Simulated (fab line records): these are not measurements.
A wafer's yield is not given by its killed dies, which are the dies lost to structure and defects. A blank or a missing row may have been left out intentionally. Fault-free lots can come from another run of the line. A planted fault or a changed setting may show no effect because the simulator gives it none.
Comparing a struck lot with a sound one || flow nandHarc || 13 out of 1302 route steps
Sound: wafers L391.2, L391.4, L391.6. Struck: wafers L401.4, L401.5, L401.6. The cause is given at the end.
At each step with rows: each side's tool, then ch and its chambers, then its first start. Under that, the readings that differ: sound wafers || struck wafers || difference of the means || sigmas: that difference in standard deviations of wafers without a fault.
alike: readings with means less than 2 such deviations apart, plus words and numbers identical on both sides. not compared: withheld readings, readings lacking a value on some wafer, bounds such as >300 that could conceal the same value, and numbers that have no deviation in the record and whose values overlap.
Wherever a step has rows on one side only, a row that says differs or no value, or a row with sigmas, the two part there. Numbers that don't overlap but have no deviation are shown without sigmas and don't part them. A reading missing from all wafers of one side parts the sides only when that side holds two or more wafers.

NHARC_A_CHANNEL_FILL_D2_ALD_03: deposits SiNx, target thk 6 nm, pulse time 60 s, ald cycles 58.
  sound on aldSinBatch-01 ch 0; struck on aldSinBatch-01 ch 0
  alike: precursorPulseHeightRel, susceptorTempC
NHARC_A_CHANNEL_FILL_D2_ALD_14: deposits SiO2, target thk 2.5 nm, pulse time 10 s, ald cycles 25.
  sound on aldHk-02 ch 0,2,3, day 14 16:11; struck on aldHk-02 ch 1,2, day 18 03:27
  alike: heaterPowerOuterW, heaterPowerW, precursorPulseHeightRel, susceptorTempC
NHARC_A_CHANNEL_FILL_D2_ALD_15: deposits SiNx, target thk 2 nm, pulse time 60 s, ald cycles 19.
  sound on aldSinBatch-02 ch 0; struck on aldSinBatch-02 ch 0
  alike: precursorPulseHeightRel, susceptorTempC
NHARC_A_CHANNEL_FILL_D2_ALD_16: deposits SiO2, target thk 1.5 nm, pulse time 10 s, ald cycles 15.
  sound on aldHk-03 ch 1,2,3, day 14 21:25; struck on aldHk-02 ch 0,1,3, day 18 08:26
  alike: heaterPowerOuterW, heaterPowerW, precursorPulseHeightRel, susceptorTempC
then, 2 steps without rows for these wafers: NHARC_A_CHANNEL_FILL_D2_ANNEAL_17 (time 1800 s); NHARC_A_CHANNEL_FILL_D2_CVD_18 (deposits poly-Si, target thk 3 nm).
NHARC_A_CHANNEL_FILL_D2_ETCHBACK_19: etches the open film in HBr/Cl2, target depth 5 nm, time 1.7 s.
  sound on rieSi-01 ch 0,1, day 15 10:35; struck on rieSi-01 ch 1,2,3, day 18 20:23
  alike: drypumpMotorCurrentA, oesProductAu, throttleValvePct
  not compared: rfHoursCounterH
then, 5 steps without rows for these wafers: NHARC_A_CHANNEL_FILL_D2_ETCHBACK_20 (etches the open film in C4F8/O2/Ar, target depth 27 nm, time 13.5 s); NHARC_A_CHANNEL_FILL_D2_STRIP_28 (strips in O2, time 20 s); NHARC_A_CHANNEL_FILL_D2_PRECLEAN_21 (cleans in dHF, time 30 s); NHARC_A_CHANNEL_FILL_D2_SRD_23; NHARC_A_CHANNEL_FILL_D2_CVD_05 (deposits poly-Si, target thk 5 nm).
NHARC_A_CHANNEL_FILL_D2_ANNEAL_22: time 7200 s.
  sound on furnace-07 ch 0, day 15 18:28; struck on furnace-07 ch 0, day 19 04:18
{"reading": "spikeTcBottomC (C)", "sound": "641.4 640.3 641.6", "struck": "667.3 666.8 667.7", "difference": "+26.2", "sigmas": "+16"}
{"reading": "spikeTcCentreC (C)", "sound": "620.8 619.3 618.5", "struck": "648.1 648.4 646.5", "difference": "+28.1", "sigmas": "+20"}
{"reading": "spikeTcLowerC (C)", "sound": "620.5 620.9 620.2", "struck": "646.6 646.7 648.4", "difference": "+26.7", "sigmas": "+24"}
{"reading": "spikeTcTopC (C)", "sound": "640 639 640", "struck": "667 666 663", "difference": "+26", "sigmas": "+9"}
{"reading": "spikeTcUpperC (C)", "sound": "621.4 620.7 620.3", "struck": "648.0 646.9 647.1", "difference": "+26.5", "sigmas": "+24"}
{"reading": "tubeCenterTempC (C)", "sound": "619.99 620.11 620", "struck": "647.33 647.22 647.35", "difference": "+27.27", "sigmas": "+99 or more"}
{"reading": "tube_center_temp_C_max", "sound": "621.40 621.74 621.51", "struck": "648.94 649.05 648.62", "difference": "+27.32", "sigmas": "+99 or more"}
  alike: zonePowerLowerPct

## WHERE THEY PART
At NHARC_A_CHANNEL_FILL_D2_ANNEAL_22 and nowhere else, as far as this record goes.

WHY: the cause the simulator had injected
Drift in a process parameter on furnace-07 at NHARC_A_CHANNEL_FILL_D2_ANNEAL_22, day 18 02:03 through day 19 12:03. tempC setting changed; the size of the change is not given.
